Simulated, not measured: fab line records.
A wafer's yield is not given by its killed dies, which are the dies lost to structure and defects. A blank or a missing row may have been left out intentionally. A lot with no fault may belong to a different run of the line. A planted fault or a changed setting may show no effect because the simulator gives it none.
fab line records	flow n5-finfet
record: lots: 7	wafers: 39
route steps=1938 shown DUMMY_GATE@243 SD_EPI_N@288 SD_ACTIVATION@330 HKMG_FIN@395 GATE_CUT@466
start-h: hours from the record's opening day to when the first of the lot's shown wafers began	wait-h: time in hours since the lot's previous step	" as in the row above	L1.1+2: a single row standing in for several wafers	- no value, or no start was given	* or withheld: withheld	< > ~ a bound
route shown NAME@n: a module of which the file shows steps, and the number in the route of the first	usual: mean and standard deviation over wafers with no fault	same: alike in all rows	chamber/n: place in a boat	sites: the reading at each site	_std_site: standard deviation of those values	_edge_site: outer sites' mean less inner sites'	radius-mm: how far each site lies from the wafer's centre	mask NAME#n: copy n	behind: the last tool/chamber to shape the wafer	hold: what put the lot on hold/how long, in hours/how the hold closed	device: transistor that didn't switch, given as n, p or np	end of line: at the end of the route, the tests of the same wafers	a step without rows: its recipe alone	killed: dies lost to structure and defects at the first sort, not the wafer's yield	map: a wafer's dies, marking killed ones x, the rest . and places with no die _
set.NAME: the setting as run; set.NAME@STEP: as run at that earlier step	model.NAME: the simulator's own value behind a step, which no gauge read
lots run with intentionally changed settings; tables by step, rows by wafer
== steps ==
step: N5_DUMMY_GATE_ETCH_31
recipe: chemistry: C4F6/O2	target: SiO2	mask-material: SOC	target-depth-a: 825	time-s: 27.5	ion-energy-ev: 250	pressure-mtorr: 30	source-w: 345	bias-w: 185	Ar_flow_sccm: 300	C4F6_flow_sccm: 10	O2_flow_sccm: 10
lot.wafer	tool	chamber	start-h	wait-h	set.target-depth-a	model.etch.depth-nm	model.SOC_of_DUMMY_GATE_COAT_34.thk-nm
L077.1	rie-diel-06	3	65.66	0.0	825	83.36	51.8
L077.2	"	0	"	"	825	82.84	51.8
L077.3	"	2	"	"	825	84.33	51.8
L077.4	"	1	"	"	825	81.95	52
L077.5	"	1	"	"	825	81.85	52.2
L077.6	"	2	"	"	825	84.01	51.8
L078.1	rie-diel-02	3	70.80	0.0	745.7	75.83	52.4
L078.2	"	0	"	"	825	81.58	51.8
L078.3	"	1	"	"	825	82.32	52.2
L078.4	"	2	"	"	825	85.03	51.6
L078.5	"	3	"	"	745.7	75.23	52.6
L078.6	"	2	"	"	745.7	76.22	52.4
L084.1	rie-diel-06	3	106.72	0.1	825	84.03	51.4
L084.2	"	1	"	"	825	82	51.4
L084.3	"	2	"	"	825	83.72	51.6
L084.4	"	0	"	"	825	83.56	51.2
L084.5	"	0	"	"	825	83.9	51.4
L084.6	"	1	"	"	825	82.89	51.4
L086.1	rie-diel-06	1	123.53	0.0	897.9	88.87	50.8
L086.2	"	3	"	"	897.9	90.22	50.8
L086.3	"	0	"	"	897.9	89.96	50.8
L086.4	"	2	"	"	825	83.77	51.6
L086.5	"	2	"	"	825	83.47	51.6
L086.6	"	3	"	"	825	83.14	51.6
L093.1	rie-diel-02	3	162.26	0.0	825	82.27	52.2
L093.2	"	1	"	"	904.7	92.22	51
L093.3	"	0	"	"	904.7	87.98	51.2
L093.4	"	0	"	"	825	80.11	52
L093.5	"	3	"	"	904.7	89.99	51.2
L093.6	"	1	"	"	825	84.79	51.8
L094.1	rie-diel-02	3	167.95	0.0	825	82.78	52
L094.2	"	1	"	"	825	84.57	52
L094.3	"	2	"	"	825	84.46	51.4
L094.4	"	0	"	"	742.9	72.59	52.8
L094.5	"	3	"	"	742.9	73.59	53
L094.6	"	0	"	"	742.9	72.79	53
L095.3	rie-diel-01	1	171.76	0.0	825	80.49	52
L095.4	"	2	"	"	825	80.5	52
L095.6	"	0	"	"	825	84.3	51.6
step: N5_DUMMY_GATE_ETCH_42
recipe: chemistry: CHF3/O2	target: SiO2	target-depth-a: 35	time-s: 31	ion-energy-ev: 30	bias-w: 12	pressure-mtorr: 30	source-w: 600	Ar_flow_sccm: 200	CHF3_flow_sccm: 50	O2_flow_sccm: 5
usual: rf-vpp-V: 42.1/1
lot.wafer	tool	chamber	start-h	wait-h	set.bias-w	rf-vpp-V
L077.1	rie-diel-02	1	66.16	0.0	13.25	45.6
L077.2	"	2	"	"	12	41.3
L077.3	"	3	"	"	13.25	44.2
L077.4	"	0	"	"	12	42.2
L077.5	"	3	"	"	12	43.2
L077.6	"	0	"	"	13.25	45.6
L078.1	rie-diel-02	2	71.29	0.0	10.3	38.6
L078.2	"	3	"	"	12	41.0
L078.3	"	1	"	"	10.3	37.6
L078.4	"	0	"	"	12	41.6
L078.5	"	3	"	"	10.3	37.1
L078.6	"	2	"	"	12	41.2
L084.1	rie-diel-02	2	107.35	0.2	9.901	35.8
L084.2	"	3	"	"	12	42.0
L084.3	"	1	"	"	9.901	34.6
L084.4	"	0	"	"	12	41.7
L084.5	"	3	"	"	12	42.5
L084.6	"	0	"	"	9.901	36.8
L086.1	rie-diel-01	2	124.02	0.0	12	42.2
L086.2	"	0	"	"	12	43.6
L086.3	"	1	"	"	12	41.1
L086.4	"	3	"	"	12	42.5
L086.5	"	2	"	"	12	41.2
L086.6	"	3	"	"	12	43.2
L093.1	rie-diel-02	1	162.75	0.0	12	41.9
L093.2	"	3	"	"	12	41.1
L093.3	"	0	"	"	12	42.1
L093.4	"	3	"	"	12	40.1
L093.5	"	1	"	"	12	42.7
L093.6	"	0	"	"	12	40.0
L094.1	rie-diel-01	1	168.51	0.1	12	40.5
L094.2	"	2	"	"	12	41.1
L094.3	"	3	"	"	9.78	37.7
L094.4	"	0	"	"	9.78	37.8
L094.5	"	1	"	"	12	42.2
L094.6	"	0	"	"	9.78	37.4
L095.3	rie-diel-01	3	172.30	0.1	12	41.5
L095.4	"	0	"	"	12	42.9
L095.6	"	1	"	"	12	41.1
step: N5_SD_EPI_N_EPI_21
recipe: material: Si:P	dopant: P	temp-c: 680	pressure-torr: 255	time-s: 690
lot.wafer	tool	chamber	start-h	wait-h	set.time-s	model.Si-P_of_SD_EPI_N_EPI_21.thk-nm
L077.1	epi-rpcvd-02	0	69.13	0.1	827.4	65.2
L077.2	"	0	"	"	690	58
L077.3	"	0	"	"	827.4	67
L077.4	"	0	"	"	690	58.4
L077.5	"	0	"	"	827.4	65.6
L077.6	"	0	"	"	690	59.2
L078.1	epi-rpcvd-01	0	74.39	0.1	690	59.6
L078.2	"	0	"	"	792.9	65.6
L078.3+5	"	0	"	"	792.9	65.4
L078.4	"	0	"	"	690	59.2
L078.6	"	0	"	"	690	58.8
L084.1	epi-rpcvd-01	0	110.76	0.2	690	59.4
L084.2+5	"	0	"	"	690	58.8
L084.3	"	0	"	"	690	59
L084.4	"	0	"	"	690	58.2
L084.6	"	0	"	"	690	58.4
L086.1	epi-rpcvd-01	0	127.02	0.1	690	58
L086.2	"	0	"	"	615.7	53.4
L086.3+4	"	0	"	"	690	57.8
L086.5+6	"	0	"	"	615.7	53.6
L093.1	epi-rpcvd-01	0	165.62	0.1	576.5	52
L093.2	"	0	"	"	576.5	51.4
L093.3	"	0	"	"	576.5	51
L093.4	"	0	"	"	690	57.4
L093.5	"	0	"	"	690	57.8
L093.6	"	0	"	"	690	58.6
L094.1	epi-rpcvd-03	0	171.51	0.1	690	58.8
L094.2	"	0	"	"	690	58.4
L094.3+4	"	0	"	"	690	59.2
L094.5	"	0	"	"	690	58.6
L094.6	"	0	"	"	690	59.6
L095.3+6	epi-rpcvd-03	0	176.96	0.7	690	58.4
L095.4	"	0	"	"	690	58.2
step: N5_SD_EPI_N_EPI_MEAS_23
recipe: mode: xrd
usual: thk-nm: 58.9/1.3
lot.wafer	tool	chamber	start-h	wait-h	set.time-s@SD_EPI_N_EPI_21	thk-nm
L077.1	film-metro-01	-	70.84	1.4	827.4	63.8
L077.2	"	-	"	"	690	58.9
L077.3	"	-	"	"	827.4	65.7
L077.4	"	-	"	"	690	58.6
L077.5	"	-	"	"	827.4	64.6
L077.6	"	-	"	"	690	59.7
L078.1	film-metro-01	-	76.11	1.4	690	58.0
L078.2	"	-	"	"	792.9	64.4
L078.3	"	-	"	"	792.9	66.4
L078.4	"	-	"	"	690	59.5
L078.5	"	-	"	"	792.9	64.5
L078.6	"	-	"	"	690	59.7
L084.1	film-metro-01	-	113.04	1.9	690	58.3
L084.2	"	-	"	"	690	58.8
L084.3	"	-	"	"	690	58.5
L084.4	"	-	"	"	690	58.9
L084.5	"	-	"	"	690	58.5
L084.6	"	-	"	"	690	58.5
L086.1	film-metro-01	-	128.73	1.4	690	57.9
L086.2	"	-	"	"	615.7	53.0
L086.3	"	-	"	"	690	57.3
L086.4	"	-	"	"	690	60.8
L086.5	"	-	"	"	615.7	55.1
L086.6	"	-	"	"	615.7	55.0
L093.1	film-metro-02	-	167.34	1.5	576.5	53.3
L093.2	"	-	"	"	576.5	48.5
L093.3	"	-	"	"	576.5	49.3
L093.4	"	-	"	"	690	57.6
L093.5	"	-	"	"	690	57.5
L093.6	"	-	"	"	690	59.5
L094.1	film-metro-02	-	173.22	1.4	690	58.0
L094.2	"	-	"	"	690	57.5
L094.3	"	-	"	"	690	59.7
L094.4	"	-	"	"	690	58.8
L094.5	"	-	"	"	690	58.8
L094.6	"	-	"	"	690	59.9
L095.3	film-metro-02	-	178.12	0.9	690	57.7
L095.4	"	-	"	"	690	58.8
L095.6	"	-	"	"	690	56.5
step: N5_SD_EPI_N_PRECLEAN_24
recipe: chemistry: O3/DIW	time-s: 60	temp-c: 22	o3-ppm: 10
step: N5_SD_EPI_N_SRD_25
recipe: time-s: 30	temp-c: 23	rinse-liquid: diw	dry: ipa-marangoni
step: N5_SD_ACTIVATION_RTA_00
recipe: temp-c: 975	time-s: 0	ambient: N2	idle-temp-c: 600	ramp-up-c-per-s: 150	ramp-down-c-per-s: 60	cool-to-c: 600
step: N5_SD_ACTIVATION_LSA_01
recipe: temp-c: 1080	time-s: 0.0008	ambient: N2
step: N5_SD_ACTIVATION_RS_MEAS_03
recipe: thk-meas-gauge: four-point-probe
usual: RS_SD_N: 21.95/0.29	RS_SD_P: 56.4/0.84
lot.wafer	tool	chamber	start-h	wait-h	set.time-s@SD_EPI_N_EPI_21	RS_SD_N[ohm/sq]	RS_SD_P[ohm/sq]
L077.1	film-metro-01	-	76.64	0.2	827.4	19.73	57.3
L077.2	"	-	"	"	690	22.44	57.7
L077.3	"	-	"	"	827.4	19.31	57.6
L077.4	"	-	"	"	690	22.12	57.2
L077.5	"	-	"	"	827.4	19.73	57.0
L077.6	"	-	"	"	690	21.86	57.3
L078.1	film-metro-01	-	81.26	0.2	690	21.62	56.2
L078.2	"	-	"	"	792.9	19.86	55.7
L078.3	"	-	"	"	792.9	19.76	56.3
L078.4	"	-	"	"	690	21.86	56.4
L078.5	"	-	"	"	792.9	19.66	55.5
L078.6	"	-	"	"	690	21.97	56.0
L084.1	film-metro-01	-	118.57	0.2	690	21.82	56.2
L084.2	"	-	"	"	690	21.83	56.3
L084.3	"	-	"	"	690	21.97	55.7
L084.4	"	-	"	"	690	21.93	55.8
L084.5	"	-	"	"	690	22.12	57.2
L084.6	"	-	"	"	690	22.09	56.7
L086.1	film-metro-01	-	134.25	0.2	690	22.46	55.4
L086.2	"	-	"	"	615.7	24.53	55.3
L086.3	"	-	"	"	690	22.58	55.0
L086.4	"	-	"	"	690	22.65	55.3
L086.5	"	-	"	"	615.7	24.29	56.2
L086.6	"	-	"	"	615.7	24.22	55.0
L093.1	film-metro-01	-	172.45	0.2	576.5	24.79	56.4
L093.2	"	-	"	"	576.5	25.14	56.2
L093.3	"	-	"	"	576.5	25.35	56.1
L093.4	"	-	"	"	690	22.49	56.1
L093.5	"	-	"	"	690	22.21	55.8
L093.6	"	-	"	"	690	21.95	56.0
L094.1	film-metro-02	-	178.31	0.2	690	21.83	55.1
L094.2	"	-	"	"	690	22.14	55.9
L094.3	"	-	"	"	690	21.83	55.4
L094.4	"	-	"	"	690	21.76	54.5
L094.5	"	-	"	"	690	21.86	54.9
L094.6	"	-	"	"	690	21.57	55.0
L095.3	film-metro-02	-	183.47	0.2	690	22.34	56.4
L095.4	"	-	"	"	690	22.16	56.2
L095.6	"	-	"	"	690	22.28	55.2
step: N5_HKMG_FIN_EXPOSE_46
recipe: mask-id: NDIPOLE	na: 1.35	source-shape: conventional	sigma-outer: 0.8	polarization: unpolarized	dose-mj: 40
lot.wafer	tool	chamber	start-h	wait-h	mask	set.dose-mj
L077.1+5+6	arfi-scanner-03	0	89.79	-	NDIPOLE#0	37.42
L077.2+3+4	"	0	"	"	NDIPOLE#0	40
L078.1+2+5	arfi-scanner-02	0	95.28	-	NDIPOLE#0	40.94
L078.3+4+6	"	0	"	"	NDIPOLE#0	40
L084.1+2+3	arfi-scanner-03	0	131.19	-	NDIPOLE#0	42.17
L084.4+5+6	"	0	"	"	NDIPOLE#0	40
L086.1+3+6	arfi-scanner-01	0	146.96	-	NDIPOLE#0	40
L086.2+4+5	"	0	"	"	NDIPOLE#0	41.47
L093.1+3+5	arfi-scanner-02	0	185.20	-	NDIPOLE#0	40.83
L093.2+4+6	"	0	"	"	NDIPOLE#0	40
L094.1+3+6	arfi-scanner-02	0	191.50	-	NDIPOLE#0	42.92
L094.2+4+5	"	0	"	"	NDIPOLE#0	40
L095.3+4+6	arfi-scanner-02	0	196.26	-	NDIPOLE#0	40
step: N5_HKMG_FIN_PEB_47
recipe: peb-temp-c: withheld	peb-time-s: 60	resist: CAR-ArF
step: N5_HKMG_FIN_DEVELOP_48
recipe: develop-time-s: 30	developer: TMAH	resist: CAR-ArF	rinse-liquid: diw	dry: air-spin	dev-temp-c: 23
step: N5_HKMG_FIN_CD_MEAS_49
recipe: target-cd-nm: 202	landing-energy-ev: 500	detector: se-inlens	polarity: opening
usual: cd-nm: 202.3/0.58
lot.wafer	tool	chamber	start-h	wait-h	set.dose-mj@HKMG_FIN_EXPOSE_46	cd-nm
L077.1	cd-sem-02	0	89.91	-	37.42	198.9
L077.2	"	0	"	"	40	202.8
L077.3	"	0	"	"	40	202.8
L077.4	"	0	"	"	40	202.6
L077.5	"	0	"	"	37.42	199.0
L077.6	"	0	"	"	37.42	199.3
L078.1	cd-sem-01	0	95.40	-	40.94	204.0
L078.2	"	0	"	"	40.94	202.9
L078.3	"	0	"	"	40	201.8
L078.4	"	0	"	"	40	202.5
L078.5	"	0	"	"	40.94	203.5
L078.6	"	0	"	"	40	202.6
L084.1	cd-sem-02	0	131.31	-	42.17	205.9
L084.2	"	0	"	"	42.17	204.7
L084.3	"	0	"	"	42.17	205.5
L084.4	"	0	"	"	40	202.3
L084.5	"	0	"	"	40	201.7
L084.6	"	0	"	"	40	202.3
L086.1	cd-sem-02	0	147.08	-	40	202.5
L086.2	"	0	"	"	41.47	203.8
L086.3	"	0	"	"	40	202.2
L086.4	"	0	"	"	41.47	203.3
L086.5	"	0	"	"	41.47	204.5
L086.6	"	0	"	"	40	202.2
L093.1	cd-sem-02	0	185.33	-	40.83	204.2
L093.2	"	0	"	"	40	202.2
L093.3	"	0	"	"	40.83	203.9
L093.4	"	0	"	"	40	202.3
L093.5	"	0	"	"	40.83	203.3
L093.6	"	0	"	"	40	203.3
L094.1	cd-sem-02	0	191.62	-	42.92	206.4
L094.2	"	0	"	"	40	202.1
L094.3	"	0	"	"	42.92	206.8
L094.4	"	0	"	"	40	202.1
L094.5	"	0	"	"	40	201.8
L094.6	"	0	"	"	42.92	206.0
L095.3	cd-sem-02	0	196.37	-	40	203.1
L095.4	"	0	"	"	40	202.5
L095.6	"	0	"	"	40	202.5
step: N5_HKMG_FIN_ETCH_54
recipe: chemistry: CF4	target: SiARC	target-depth-a: 455	mask-material: CAR-ArF	time-s: 75.8	ion-energy-ev: 80	pressure-mtorr: 40	source-w: 545	bias-w: 36	Ar_flow_sccm: 100	cf4-flow-sccm: 100	ends: cleared
usual: rf-vpp-V: 184.1/1.2
lot.wafer	tool	chamber	start-h	wait-h	set.bias-w	set.dose-mj@HKMG_FIN_EXPOSE_46	rf-vpp-V	model.HKMG_FIN.cd-offset-nm
L077.1	rie-diel-03	1	90.05	0.0	36	37.42	183.9	-3.2
L077.2	"	2	"	"	36	40	183.3	0.6
L077.3	"	0	"	"	34.04	40	177.1	0.6
L077.4	"	3	"	"	34.04	40	178.4	1
L077.5	"	0	"	"	34.04	37.42	176.4	-3.2
L077.6	"	3	"	"	36	37.42	185.2	-2.8
L078.1	rie-diel-04	1	95.54	0.0	33.27	40.94	176.2	2.2
L078.2	"	2	"	"	33.27	40.94	173.0	1.4
L078.3	"	3	"	"	33.27	40	176.4	0.2
L078.4	"	0	"	"	36	40	183.5	0.6
L078.5	"	0	"	"	36	40.94	183.1	1.6
L078.6	"	1	"	"	36	40	185.7	0.6
L084.1	rie-diel-03	1	131.44	0.0	40.35	42.17	196.0	4
L084.2	"	0	"	"	36	42.17	182.5	2.8
L084.3	"	2	"	"	36	42.17	183.1	3.4
L084.4	"	3	"	"	40.35	40	198.2	0.2
L084.5	"	2	"	"	36	40	185.0	-0.4
L084.6	"	1	"	"	40.35	40	198.3	0.2
L086.1	rie-diel-05	0	147.20	0.0	36	40	185.2	0.2
L086.2	"	2	"	"	36	41.47	183.5	1.6
L086.3	"	3	"	"	36	40	186.0	0.6
L086.4	"	1	"	"	36	41.47	184.6	1.6
L086.5	"	2	"	"	36	41.47	183.9	2.4
L086.6	"	1	"	"	36	40	183.6	0
L093.1	rie-diel-05	2	185.45	0.0	36	40.83	183.9	2
L093.2	"	1	"	"	39.96	40	195.7	0.2
L093.3	"	3	"	"	39.96	40.83	198.9	2
L093.4	"	0	"	"	36	40	184.6	0.6
L093.5	"	2	"	"	36	40.83	183.1	1.4
L093.6	"	3	"	"	39.96	40	198.1	1.2
L094.1	rie-diel-05	3	191.74	0.0	41.49	42.92	202.3	4.6
L094.2	"	1	"	"	36	40	182.6	0
L094.3	"	2	"	"	41.49	42.92	202.1	4.8
L094.4	"	0	"	"	41.49	40	202.8	-0.2
L094.5	"	0	"	"	36	40	184.1	0
L094.6	"	1	"	"	36	42.92	182.2	4
L095.3	rie-diel-03	3	196.49	0.0	36	40	182.4	0.8
L095.4	"	0	"	"	36	40	183.3	0.2
L095.6	"	2	"	"	36	40	182.9	0.2
step: N5_GATE_CUT_ETCH_56
recipe: chemistry: Cl2/Ar	target: TiN	target-depth-a: 216	pressure-mtorr: 10	icp-w: 600	bias-w: 60	Cl2_flow_sccm: 40	Ar_flow_sccm: 60
lot.wafer	tool	chamber	start-h	wait-h	set.target-depth-a	model.etch.depth-nm
L077.1+4	rie-metal-02	0	98.22	0.1	216	22.3
L077.2	"	1	"	"	216	22.79
L077.3	"	1	"	"	216	22.78
L077.5	"	0	"	"	216	22.29
L077.6	"	1	"	"	216	22.75
L078.1	rie-metal-03	0	103.66	0.1	216	21.96
L078.2	"	1	"	"	216	21.91
L078.3	"	1	"	"	216	22.07
L078.4	"	0	"	"	216	21.87
L078.5	"	0	"	"	216	21.77
L078.6	"	1	"	"	216	21.99
L084.1	rie-metal-02	1	139.22	0.1	225.2	23.77
L084.2	"	0	"	"	225.2	23.44
L084.3	"	0	"	"	216	22.38
L084.4	"	1	"	"	216	22.85
L084.5	"	1	"	"	225.2	23.66
L084.6	"	0	"	"	216	22.48
L086.1	rie-metal-01	0	155.46	0.1	239.2	23.73
L086.2	"	1	"	"	216	21.7
L086.3	"	1	"	"	216	21.84
L086.4	"	0	"	"	239.2	23.94
L086.5	"	1	"	"	216	21.67
L086.6	"	0	"	"	239.2	23.65
L093.1	rie-metal-03	0	193.51	0.1	204.2	21.39
L093.2	"	1	"	"	216	21.93
L093.3	"	0	"	"	216	22.7
L093.4	"	1	"	"	204.2	20.87
L093.5	"	1	"	"	216	22.08
L093.6	"	0	"	"	204.2	21.41
L094.1	rie-metal-03	1	199.64	0.1	216	22.13
L094.2	"	0	"	"	216	22.51
L094.3	"	0	"	"	229.3	23.98
L094.4	"	1	"	"	229.3	23.33
L094.5	"	0	"	"	216	22.57
L094.6	"	1	"	"	229.3	23.55
L095.3	rie-metal-02	0	204.50	0.1	216	22.19
L095.4	"	1	"	"	216	22.64
L095.6	"	1	"	"	216	22.49
== key ==
split: step: N5_DUMMY_GATE_ETCH_31	setting: target-depth-a	stated: 825	by: wafer
response: step: N5_DUMMY_GATE_ETCH_31	reading: model.etch.depth-nm	change: +0.847	per: 1%	r: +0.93
response: step: N5_DUMMY_GATE_ETCH_31	reading: model.SOC_of_DUMMY_GATE_COAT_34.thk-nm	change: -0.0895	per: 1%	r: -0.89
split: step: N5_DUMMY_GATE_ETCH_42	setting: bias-w	stated: 12	by: wafer
response: step: N5_DUMMY_GATE_ETCH_42	reading: rf-vpp-V	change: +0.269	per: 1%	r: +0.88
split: step: N5_SD_EPI_N_EPI_21	setting: time-s	stated: 690	by: wafer
response: step: N5_SD_EPI_N_EPI_21	reading: model.Si-P_of_SD_EPI_N_EPI_21.thk-nm	change: +0.392	per: 1%	r: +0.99
response: step: N5_SD_EPI_N_EPI_MEAS_23	reading: thk-nm	change: *	per: 1%	r: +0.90
response: step: N5_SD_ACTIVATION_RS_MEAS_03	reading: RS_SD_N	change: -0.147	per: 1%	r: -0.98
split: step: N5_HKMG_FIN_EXPOSE_46	setting: dose-mj	stated: 40	by: wafer
response: step: N5_HKMG_FIN_CD_MEAS_49	reading: cd-nm	change: +0.574	per: 1%	r: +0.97
response: step: N5_HKMG_FIN_ETCH_54	reading: model.HKMG_FIN.cd-offset-nm	change: +0.591	per: 1%	r: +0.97
split: step: N5_HKMG_FIN_ETCH_54	setting: bias-w	stated: 36	by: wafer
response: step: N5_HKMG_FIN_ETCH_54	reading: rf-vpp-V	change: +1.23	per: 1%	r: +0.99
split: step: N5_GATE_CUT_ETCH_56	setting: target-depth-a	stated: 216	by: wafer
response: step: N5_GATE_CUT_ETCH_56	reading: model.etch.depth-nm	change: +0.196	per: 1%	r: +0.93
